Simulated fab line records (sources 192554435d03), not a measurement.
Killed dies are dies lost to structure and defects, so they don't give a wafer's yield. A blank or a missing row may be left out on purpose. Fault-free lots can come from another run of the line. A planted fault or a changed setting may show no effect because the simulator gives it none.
A struck lot beside a sound one | flow n5Finfet | 14 out of 1938 route steps
Sound: these wafers, L581.2, L581.3, L581.4. Wafers L584.1, L584.4, L584.5 were the ones struck. Last of all comes the cause.
For every step that has rows: the tool of each side, followed by ch and its chambers, followed by its first start. Under that, the readings that differ: sound wafers | struck wafers | difference of the means | sigmas: that difference in standard deviations of wafers without a fault.
alike: same words and numbers on both sides, and readings whose means sit less than 2 such deviations apart. not compared: any withheld reading, any reading some wafer has no value for, any bound like >300 that may hide the same value, and any number with overlapping values for which the record gives no deviation.
Wherever a step has rows on one side only, a row that says differs or no value, or a row with sigmas, the two part there. Non-overlapping numbers with no deviation appear without sigmas and do not part them. A reading missing from all wafers of one side parts the sides only when that side holds two or more wafers.

N5_BEOL_M0_SAQP_HM_DEP_02: deposits TiN, target thk 12 nm.
  struck on pvdSputter-03, day 7 03:56; sound on pvdSputter-02, day 6 15:13
  alike: throttleValvePct
N5_BEOL_M0_SAQP_PECVD_03: deposits SiCN from 3MS/NH3, target thk 12 nm, time 21.1 s.
  sound on pecvd-02 ch 0,1, day 6 15:20; struck on pecvd-03 ch 1,2, day 7 04:04
  alike: showerheadPlenumPTorr, throttleValvePct
then, 1 step without rows for these wafers: N5_BEOL_M0_SAQP_PECVD_96 (deposits a-Si from SiH4/He, target thk 45 nm, time 45.2 s).
N5_BEOL_M0_SAQP_PECVD_97: deposits SiNx from SiH4/NH3/N2, target thk 23 nm, time 19.9 s.
  sound on pecvd-02 ch 0,1, day 6 15:25; struck on pecvd-03 ch 1,2, day 7 04:08
  alike: heaterPowerW, showerheadPlenumPTorr, throttleValvePct
N5_BEOL_M0_SAQP_PECVD_04: deposits a-Si from SiH4/He, target thk 60 nm, time 60.2 s.
  sound on pecvd-02 ch 0,1, day 6 15:27; struck on pecvd-03 ch 1,2, day 7 04:11
reading                      | sound          | struck         | difference | sigmas
showerheadPlenumPTorr (Torr) | 5.77 5.68 5.69 | 5.61 5.61 5.56 | -0.12      | -2
  alike: heaterPowerW, throttleValvePct
N5_BEOL_M0_SAQP_THK_MEAS_05:
  struck on filmMetro-02, day 7 04:16; sound on filmMetro-02, day 6 15:33
  alike: thkNm
N5_BEOL_M0_SAQP_HM_DEP_111: deposits SiO2 from SiH4/N2O, target thk 12 nm, time 7.2 s.
  sound on pecvd-04 ch 0,1,2, day 6 15:35; struck on pecvd-04 ch 1,2, day 7 04:19
  alike: heaterPowerW, showerheadPlenumPTorr
then, 5 steps without rows for these wafers: N5_BEOL_M0_SAQP_COAT_81 (time 60 s, resist thk 100 nm); N5_BEOL_M0_SAQP_COAT_82 (time 60 s, resist thk 30 nm); N5_BEOL_M0_SAQP_COAT_08 (resist thk 90 nm); N5_BEOL_M0_SAQP_EBR_10; N5_BEOL_M0_SAQP_SOFTBAKE_09 (time 60 s).
N5_BEOL_M0_SAQP_EXPOSE_11: exposes mask M0 CORE, target cd 42 nm.
  struck on arfiScanner-02, day 7 04:32; sound on arfiScanner-03 ch 0, day 6 15:47
  no value came back on the struck wafers for dipoleOpeningDeg (degrees), exposureDoseMJCm2, na, sigmaOuter; on the sound wafers dipoleOpeningDeg (degrees) reads 40 40 40
  alike: mask
then, 1 step without rows for these wafers: N5_BEOL_M0_SAQP_PEB_12 (peb time 60 s).

WHERE THEY PART
Last at N5_BEOL_M0_SAQP_EXPOSE_11 as far as this record goes, first at N5_BEOL_M0_SAQP_PECVD_04.

WHY: what had been put in by the simulator
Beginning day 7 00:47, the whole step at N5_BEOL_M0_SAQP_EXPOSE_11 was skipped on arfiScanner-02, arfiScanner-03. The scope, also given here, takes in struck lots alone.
